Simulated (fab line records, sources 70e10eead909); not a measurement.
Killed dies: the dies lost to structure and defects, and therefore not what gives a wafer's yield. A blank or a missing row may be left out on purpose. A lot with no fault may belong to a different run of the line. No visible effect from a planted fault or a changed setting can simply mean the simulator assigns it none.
What tool caused it? || flow nand-harc || 13 lots, 39 wafers sampled, at 5 steps of a route of 1159

## WHAT THE GAUGES SHOWED, per wafer
NHARC_A_ONON_D1_THK_MEAS_05: measures by ellipsometry.
{"lot": "L421", "measured": "day 7 18:07", "on": "film-metro-01", "thk-nm (nm)": "998 1000 998"}
{"lot": "L420", "measured": "day 7 18:20", "on": "film-metro-01", "thk-nm (nm)": "994 994 994"}
{"lot": "L422", "measured": "day 8 06:46", "on": "film-metro-02", "thk-nm (nm)": "980 980 982"}
{"lot": "L423", "measured": "day 8 06:47", "on": "film-metro-01", "thk-nm (nm)": "1014 1013 1013"}
{"lot": "L427", "measured": "day 9 07:52", "on": "film-metro-02", "thk-nm (nm)": "1006 1004 1005"}
{"lot": "L429", "measured": "day 9 14:03", "on": "film-metro-01", "thk-nm (nm)": "983 983 983"}
{"lot": "L430", "measured": "day 9 20:07", "on": "film-metro-01", "thk-nm (nm)": "994 995 994"}
{"lot": "L433", "measured": "day 10 19:06", "on": "film-metro-01", "thk-nm (nm)": "1000 1002 1000"}
{"lot": "L432", "measured": "day 10 19:07", "on": "film-metro-02", "thk-nm (nm)": "1002 1002 1003"}
{"lot": "L431", "measured": "day 10 19:06", "on": "film-metro-02", "thk-nm (nm)": "1004 1005 1004"}
{"lot": "L441", "measured": "day 12 20:43", "on": "film-metro-02", "thk-nm (nm)": "1008 1009 1008"}
{"lot": "L442", "measured": "day 12 20:43", "on": "film-metro-01", "thk-nm (nm)": "671 997 671"}
{"lot": "L443", "measured": "day 13 09:00", "on": "film-metro-01", "thk-nm (nm)": "682 685 1008"}

NHARC_END_SORT_01.
{"lot": "L442", "measured": "day 24 00:30", "on": "prober-01", "killed-at-array": "672 24 672", "killed-at-other": "1 3 0", "killed-at-periphery": "4 4 5", "killed-dies": "677 31 677", "killed-open": "3 3 5", "killed-short": "2 2 0"}
{"lot": "L443", "measured": "day 24 23:13", "on": "prober-02", "killed-at-array": "675 673 28", "killed-at-other": "0 0 0", "killed-at-periphery": "2 4 4", "killed-dies": "677 677 32", "killed-open": "3 5 4", "killed-short": "2 2 2"}

## WHAT TOOL EACH LOT RAN ON (gives the tool, then ch and the chambers of the sampled wafers, and finally the start)
{"lot": "L421", "NHARC_P_BONDPAD_ETCH_37": "rie-diel-05 ch 1,2, day 6 14:19", "NHARC_P_BONDPAD_ETCH_12": "rie-diel-05 ch 0,1,2, day 7 17:37 or earlier", "NHARC_A_ONON_D1_DEP_03": "pecvd-onon-02 ch 0, day 7 17:37"}
{"lot": "L420", "NHARC_P_BONDPAD_ETCH_37": "rie-diel-05 ch 0,2,3, day 6 14:54", "NHARC_P_BONDPAD_ETCH_12": "rie-diel-05 ch 0,1,3, day 7 17:50 or earlier", "NHARC_A_ONON_D1_DEP_03": "pecvd-onon-04 ch 0, day 7 17:50"}
{"lot": "L422", "NHARC_P_BONDPAD_ETCH_37": "rie-diel-07 ch 0,3, day 7 03:03", "NHARC_P_BONDPAD_ETCH_12": "rie-diel-07 ch 0,2,3, day 8 06:16 or earlier", "NHARC_A_ONON_D1_DEP_03": "pecvd-onon-04 ch 0, day 8 06:16"}
{"lot": "L423", "NHARC_P_BONDPAD_ETCH_37": "rie-diel-05 ch 1,2, day 7 03:31", "NHARC_P_BONDPAD_ETCH_12": "rie-diel-05 ch 1,2, day 8 06:16 or earlier", "NHARC_A_ONON_D1_DEP_03": "pecvd-onon-03 ch 0, day 8 06:16"}
{"lot": "L427", "NHARC_P_BONDPAD_ETCH_37": "rie-diel-07 ch 0,2,3, day 8 03:47", "NHARC_P_BONDPAD_ETCH_12": "rie-diel-07 ch 0,3, day 9 07:21 or earlier", "NHARC_A_ONON_D1_DEP_03": "pecvd-onon-03 ch 0, day 9 07:21"}
{"lot": "L429", "NHARC_P_BONDPAD_ETCH_37": "rie-diel-05 ch 0,3, day 8 13:52", "NHARC_P_BONDPAD_ETCH_12": "rie-diel-05 ch 1,2, day 9 13:32 or earlier", "NHARC_A_ONON_D1_DEP_03": "pecvd-onon-02 ch 0, day 9 13:32"}
{"lot": "L430", "NHARC_P_BONDPAD_ETCH_37": "rie-diel-06 ch 0,2,3, day 8 16:25", "NHARC_P_BONDPAD_ETCH_12": "rie-diel-06 ch 2,3, day 9 19:43 or earlier", "NHARC_A_ONON_D1_DEP_03": "pecvd-onon-04 ch 0, day 9 19:43"}
{"lot": "L433", "NHARC_P_BONDPAD_ETCH_37": "rie-diel-05 ch 0,2,3, day 9 15:23", "NHARC_P_BONDPAD_ETCH_12": "rie-diel-05 ch 2,3, day 10 18:35 or earlier", "NHARC_A_ONON_D1_DEP_03": "pecvd-onon-03 ch 0, day 10 18:35"}
{"lot": "L432", "NHARC_P_BONDPAD_ETCH_37": "rie-diel-05 ch 0,2, day 9 16:26", "NHARC_P_BONDPAD_ETCH_12": "rie-diel-05 ch 0,2,3, day 10 18:35 or earlier", "NHARC_A_ONON_D1_DEP_03": "pecvd-onon-02 ch 0, day 10 18:35"}
{"lot": "L431", "NHARC_P_BONDPAD_ETCH_37": "rie-diel-06 ch 2,3, day 9 16:41", "NHARC_P_BONDPAD_ETCH_12": "rie-diel-06 ch 0,2,3, day 10 18:35 or earlier", "NHARC_A_ONON_D1_DEP_03": "pecvd-onon-04 ch 0, day 10 18:35"}
{"lot": "L441", "NHARC_P_BONDPAD_ETCH_37": "rie-diel-05 ch 0,2,3, day 11 18:14", "NHARC_P_BONDPAD_ETCH_12": "rie-diel-05 ch 0,2,3, day 12 20:12 or earlier", "NHARC_A_ONON_D1_DEP_03": "pecvd-onon-02 ch 0, day 12 20:12"}
{"lot": "L442", "NHARC_P_BONDPAD_ETCH_37": "rie-diel-05 ch 0,2,3, day 11 19:42", "NHARC_P_BONDPAD_ETCH_12": "rie-diel-05 ch 0,1,2, day 12 20:12 or earlier", "NHARC_A_ONON_D1_DEP_03": "pecvd-onon-04 ch 0, day 12 20:12"}
{"lot": "L443", "NHARC_P_BONDPAD_ETCH_37": "rie-diel-06 ch 1,2, day 12 04:17", "NHARC_P_BONDPAD_ETCH_12": "rie-diel-06 ch 0,1,3, day 13 08:29 or earlier", "NHARC_A_ONON_D1_DEP_03": "pecvd-onon-04 ch 0, day 13 08:29"}
- NHARC_P_BONDPAD_ETCH_37: etches the open film in N2/H2, target depth 60 nm, overetch 18 nm, time 65.91 s.
- NHARC_P_BONDPAD_ETCH_12: etches the open film in CHF3/O2, target depth 200 nm, time 100 s.
- NHARC_A_ONON_D1_DEP_03: target thk 1000 nm.

## AS READ BY THE TOOLS THEMSELVES (means over the sampled wafers that have a number; for cases with no such wafer, the mark the record gives instead)
NHARC_P_BONDPAD_ETCH_37.
{"lot": "L421", "tool": "rie-diel-05", "chamber-pressure-mTorr (mTorr)": 30.026, "drypump-motor-current-A (A)": 6.0, "oes-product-au (a.u.)": 1.005, "rf-vpp-V (V)": 432, "showerhead-plenum-p-Torr (Torr)": 2.09, "throttle-valve-pct (%)": 14.171}
{"lot": "L420", "tool": "rie-diel-05", "chamber-pressure-mTorr (mTorr)": 29.988, "drypump-motor-current-A (A)": 5.7, "oes-product-au (a.u.)": 0.990, "rf-vpp-V (V)": 430, "showerhead-plenum-p-Torr (Torr)": 2.04, "throttle-valve-pct (%)": 14.173}
{"lot": "L422", "tool": "rie-diel-07", "chamber-pressure-mTorr (mTorr)": 29.972, "drypump-motor-current-A (A)": 5.6, "oes-product-au (a.u.)": 1.014, "rf-vpp-V (V)": 432, "showerhead-plenum-p-Torr (Torr)": 2.09, "throttle-valve-pct (%)": 14.168}
{"lot": "L423", "tool": "rie-diel-05", "chamber-pressure-mTorr (mTorr)": 30.029, "drypump-motor-current-A (A)": 6.0, "oes-product-au (a.u.)": 1.000, "rf-vpp-V (V)": 433, "showerhead-plenum-p-Torr (Torr)": 2.09, "throttle-valve-pct (%)": 14.177}
{"lot": "L427", "tool": "rie-diel-07", "chamber-pressure-mTorr (mTorr)": 29.982, "drypump-motor-current-A (A)": 5.6, "oes-product-au (a.u.)": 0.999, "rf-vpp-V (V)": 433, "showerhead-plenum-p-Torr (Torr)": 2.11, "throttle-valve-pct (%)": 14.173}
{"lot": "L429", "tool": "rie-diel-05", "chamber-pressure-mTorr (mTorr)": 29.995, "drypump-motor-current-A (A)": 5.4, "oes-product-au (a.u.)": 0.988, "rf-vpp-V (V)": 430, "showerhead-plenum-p-Torr (Torr)": 2.00, "throttle-valve-pct (%)": 14.181}
{"lot": "L430", "tool": "rie-diel-06", "chamber-pressure-mTorr (mTorr)": 29.991, "drypump-motor-current-A (A)": 5.0, "oes-product-au (a.u.)": 1.003, "rf-vpp-V (V)": 435, "showerhead-plenum-p-Torr (Torr)": 2.19, "throttle-valve-pct (%)": 14.164}
{"lot": "L433", "tool": "rie-diel-05", "chamber-pressure-mTorr (mTorr)": 30.009, "drypump-motor-current-A (A)": 5.8, "oes-product-au (a.u.)": 0.988, "rf-vpp-V (V)": 431, "showerhead-plenum-p-Torr (Torr)": 2.03, "throttle-valve-pct (%)": 14.183}
{"lot": "L432", "tool": "rie-diel-05", "chamber-pressure-mTorr (mTorr)": 30.011, "drypump-motor-current-A (A)": 5.6, "oes-product-au (a.u.)": 0.988, "rf-vpp-V (V)": 432, "showerhead-plenum-p-Torr (Torr)": 2.09, "throttle-valve-pct (%)": 14.175}
{"lot": "L431", "tool": "rie-diel-06", "chamber-pressure-mTorr (mTorr)": 30.008, "drypump-motor-current-A (A)": 5.0, "oes-product-au (a.u.)": 0.994, "rf-vpp-V (V)": 435, "showerhead-plenum-p-Torr (Torr)": 2.20, "throttle-valve-pct (%)": 14.181}
{"lot": "L441", "tool": "rie-diel-05", "chamber-pressure-mTorr (mTorr)": 30.017, "drypump-motor-current-A (A)": 5.7, "oes-product-au (a.u.)": 0.995, "rf-vpp-V (V)": 430, "showerhead-plenum-p-Torr (Torr)": 2.03, "throttle-valve-pct (%)": 14.170}
{"lot": "L442", "tool": "rie-diel-05", "chamber-pressure-mTorr (mTorr)": 30.004, "drypump-motor-current-A (A)": 5.8, "oes-product-au (a.u.)": 0.994, "rf-vpp-V (V)": 430, "showerhead-plenum-p-Torr (Torr)": 2.03, "throttle-valve-pct (%)": 14.177}
{"lot": "L443", "tool": "rie-diel-06", "chamber-pressure-mTorr (mTorr)": 29.999, "drypump-motor-current-A (A)": 5.3, "oes-product-au (a.u.)": 1.001, "rf-vpp-V (V)": 434, "showerhead-plenum-p-Torr (Torr)": 2.15, "throttle-valve-pct (%)": 14.173}

NHARC_P_BONDPAD_ETCH_12.
{"lot": "L421", "tool": "rie-diel-05", "chamber-pressure-mTorr (mTorr)": 24.997, "drypump-motor-current-A (A)": 5.6, "oes-product-au (a.u.)": 0.917, "rf-vpp-V (V)": 371.4, "showerhead-plenum-p-Torr (Torr)": 2.42, "throttle-valve-pct (%)": 20.569}
{"lot": "L420", "tool": "rie-diel-05", "chamber-pressure-mTorr (mTorr)": 24.997, "drypump-motor-current-A (A)": 5.4, "oes-product-au (a.u.)": 0.968, "rf-vpp-V (V)": 369.0, "showerhead-plenum-p-Torr (Torr)": 2.32, "throttle-valve-pct (%)": 20.578}
{"lot": "L422", "tool": "rie-diel-07", "chamber-pressure-mTorr (mTorr)": 25.007, "drypump-motor-current-A (A)": 5.6, "oes-product-au (a.u.)": 0.945, "rf-vpp-V (V)": 372.1, "showerhead-plenum-p-Torr (Torr)": 2.48, "throttle-valve-pct (%)": 20.573}
{"lot": "L423", "tool": "rie-diel-05", "chamber-pressure-mTorr (mTorr)": 25.001, "drypump-motor-current-A (A)": 6.0, "oes-product-au (a.u.)": 0.940, "rf-vpp-V (V)": 371.0, "showerhead-plenum-p-Torr (Torr)": 2.47, "throttle-valve-pct (%)": 20.578}
{"lot": "L427", "tool": "rie-diel-07", "chamber-pressure-mTorr (mTorr)": 24.997, "drypump-motor-current-A (A)": 5.5, "oes-product-au (a.u.)": 0.932, "rf-vpp-V (V)": 372.7, "showerhead-plenum-p-Torr (Torr)": 2.45, "throttle-valve-pct (%)": 20.574}
{"lot": "L429", "tool": "rie-diel-05", "chamber-pressure-mTorr (mTorr)": 24.990, "drypump-motor-current-A (A)": 6.0, "oes-product-au (a.u.)": 0.959, "rf-vpp-V (V)": 372.5, "showerhead-plenum-p-Torr (Torr)": 2.46, "throttle-valve-pct (%)": 20.566}
{"lot": "L430", "tool": "rie-diel-06", "chamber-pressure-mTorr (mTorr)": 25.020, "drypump-motor-current-A (A)": 5.1, "oes-product-au (a.u.)": 0.933, "rf-vpp-V (V)": 374.6, "showerhead-plenum-p-Torr (Torr)": 2.58, "throttle-valve-pct (%)": 20.569}
{"lot": "L433", "tool": "rie-diel-05", "chamber-pressure-mTorr (mTorr)": 25.013, "drypump-motor-current-A (A)": 5.8, "oes-product-au (a.u.)": 0.924, "rf-vpp-V (V)": 368.6, "showerhead-plenum-p-Torr (Torr)": 2.34, "throttle-valve-pct (%)": 20.575}
{"lot": "L432", "tool": "rie-diel-05", "chamber-pressure-mTorr (mTorr)": 24.997, "drypump-motor-current-A (A)": 5.8, "oes-product-au (a.u.)": 0.954, "rf-vpp-V (V)": 370.4, "showerhead-plenum-p-Torr (Torr)": 2.39, "throttle-valve-pct (%)": 20.568}
{"lot": "L431", "tool": "rie-diel-06", "chamber-pressure-mTorr (mTorr)": 24.996, "drypump-motor-current-A (A)": 5.0, "oes-product-au (a.u.)": 0.955, "rf-vpp-V (V)": 373.5, "showerhead-plenum-p-Torr (Torr)": 2.57, "throttle-valve-pct (%)": 20.568}
{"lot": "L441", "tool": "rie-diel-05", "chamber-pressure-mTorr (mTorr)": 24.997, "drypump-motor-current-A (A)": 5.7, "oes-product-au (a.u.)": 0.967, "rf-vpp-V (V)": 369.8, "showerhead-plenum-p-Torr (Torr)": 2.39, "throttle-valve-pct (%)": 20.573}
{"lot": "L442", "tool": "rie-diel-05", "chamber-pressure-mTorr (mTorr)": 24.980, "drypump-motor-current-A (A)": 5.6, "oes-product-au (a.u.)": 0.921, "rf-vpp-V (V)": 370.7, "showerhead-plenum-p-Torr (Torr)": 2.42, "throttle-valve-pct (%)": 20.567}
{"lot": "L443", "tool": "rie-diel-06", "chamber-pressure-mTorr (mTorr)": 25.008, "drypump-motor-current-A (A)": 5.0, "oes-product-au (a.u.)": 0.968, "rf-vpp-V (V)": 373.4, "showerhead-plenum-p-Torr (Torr)": 2.51, "throttle-valve-pct (%)": 20.570}

## THE ANSWER, worked out from the rows above alone
Rule: the lots themselves supply what counts as usual. Put in order of their means at a reading, lots are off if they are a third of the lots or fewer, leave a main group of 4 or more, and stand apart from it by a gap of 3 or more times the standard deviation of the main group's means; of several such gaps the widest counts. The tables above print the reading to a certain number of digits; a main group whose means all agree to those digits is not used. A lot without any number at a reading at which 4 lots or more have one is off too. Any other lot the step has rows for is counted as sound. The gauges are gone through in route order, then the tools' own readings, and for those a lot's mean is taken as printed above. The first step at which some lot is off is used, and at that step the reading that is off furthest; a lot without a number counts as furthest.
Off at NHARC_A_ONON_D1_THK_MEAS_05 (thk-nm): L442, L443. The main group: mean 999 nm, standard deviation 9.6.
A tool fits if, at a process step before that reading, it ran every lot that is off, and no sound lot after the first of them. Those tools and the gauges at NHARC_A_ONON_D1_THK_MEAS_05 are tried in the same way. NHARC_P_BONDPAD_ETCH_12: start missing for some lots; hours and lot order therefore follow NHARC_A_ONON_D1_DEP_03. Undecided on this evidence; 2 tools fit (pecvd-onon-04 at NHARC_A_ONON_D1_DEP_03, film-metro-01 at NHARC_A_ONON_D1_THK_MEAS_05).

## WHAT WAS PUT IN BY THE SIMULATOR
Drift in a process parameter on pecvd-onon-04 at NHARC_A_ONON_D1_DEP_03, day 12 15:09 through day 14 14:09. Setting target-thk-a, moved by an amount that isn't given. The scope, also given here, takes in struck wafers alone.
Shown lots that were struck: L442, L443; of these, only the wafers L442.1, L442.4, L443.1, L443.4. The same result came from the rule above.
